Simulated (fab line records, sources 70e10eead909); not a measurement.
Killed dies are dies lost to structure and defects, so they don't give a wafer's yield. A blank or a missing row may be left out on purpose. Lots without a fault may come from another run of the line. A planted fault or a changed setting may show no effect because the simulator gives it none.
Tool commonality check | flow nand_harc | 2 lots, 6 wafers sampled

WHY IT WAS OPENED
At NHARC_END_SORT_01 the reading killed_at_periphery is flagged on 2 of 2 lots. Wafers without a fault read 4.7, standard deviation 2.9.
Rule: a lot is flagged when every wafer of it that has a number lies more than 4 standard deviations from that mean, or none has a number. The other lots count as sound.

lot  | measured     | on        | killed_at_periphery, wafer by wafer | flag
L207 | day 28 20:31 | prober-02 | 81 46 49                            | FLAGGED
L208 | day 30 11:25 | prober-01 | 45 41 47                            | FLAGGED
The numbers of the flagged lots are 51.5 on average: +46.8 against the usual, or +16 standard deviations.

WHICH TOOL RAN EACH LOT
The record holds 3 process steps before the reading, out of a route of 1302 steps. In each cell: the tool, then ch and the chambers that the sampled wafers went through, then the start.
lot  | flag    | NHARC_P_CONTACT_DEP_30          | NHARC_THIN_TSV_ETCH_44             | NHARC_THIN_TSV_STRIP_45
L207 | FLAGGED | pecvd-04 ch 0,1,2, day 10 16:52 | rie_diel-09 ch 0,1,3, day 28 04:03 | plasma_asher-02 ch 0,1, day 28 04:52
L208 | FLAGGED | pecvd-04 ch 1,2, day 11 16:34   | rie_diel-01 ch 0,1, day 29 18:30   | plasma_asher-01 ch 0,1, day 29 19:20
What these steps do:
- NHARC_P_CONTACT_DEP_30: deposits SiNx, target thk 30 nm.
- NHARC_THIN_TSV_ETCH_44: etches the open film in CF4/O2, target depth 1594.2 nm, time 797.1 s.
- NHARC_THIN_TSV_STRIP_45: strips in O2.
- NHARC_END_SORT_01

FLAGGED OVER TOTAL, TOOL BY TOOL (the gauges that took the reading come last)
step                    | tool            | lots run | flagged | share of the flagged lots | sound lots run after its first flagged lot
NHARC_P_CONTACT_DEP_30  | pecvd-04        | 2        | 2       | all                       | 0
NHARC_THIN_TSV_ETCH_44  | rie_diel-01     | 1        | 1       | some                      | 0
NHARC_THIN_TSV_ETCH_44  | rie_diel-09     | 1        | 1       | some                      | 0
NHARC_THIN_TSV_STRIP_45 | plasma_asher-01 | 1        | 1       | some                      | 0
NHARC_THIN_TSV_STRIP_45 | plasma_asher-02 | 1        | 1       | some                      | 0
NHARC_END_SORT_01       | prober-01       | 1        | 1       | some                      | 0
NHARC_END_SORT_01       | prober-02       | 1        | 1       | some                      | 0

WHAT THE TABLE ALLOWS
1 row of the table ran every flagged lot: pecvd-04 at NHARC_P_CONTACT_DEP_30.
- pecvd-04 at NHARC_P_CONTACT_DEP_30: 2 of its 2 lots flagged. It ran no sound lot before its first flagged lot in this sample, so the start can't be narrowed down.
One tool is left: pecvd-04 at NHARC_P_CONTACT_DEP_30.

WHAT THE SIMULATOR HAD PUT IN
Chamber particle source: pecvd-04, from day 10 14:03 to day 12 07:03, at NHARC_P_CONTACT_DEP_30. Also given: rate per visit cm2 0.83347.
Lots struck among those shown: L207, L208. The rule above found the same.
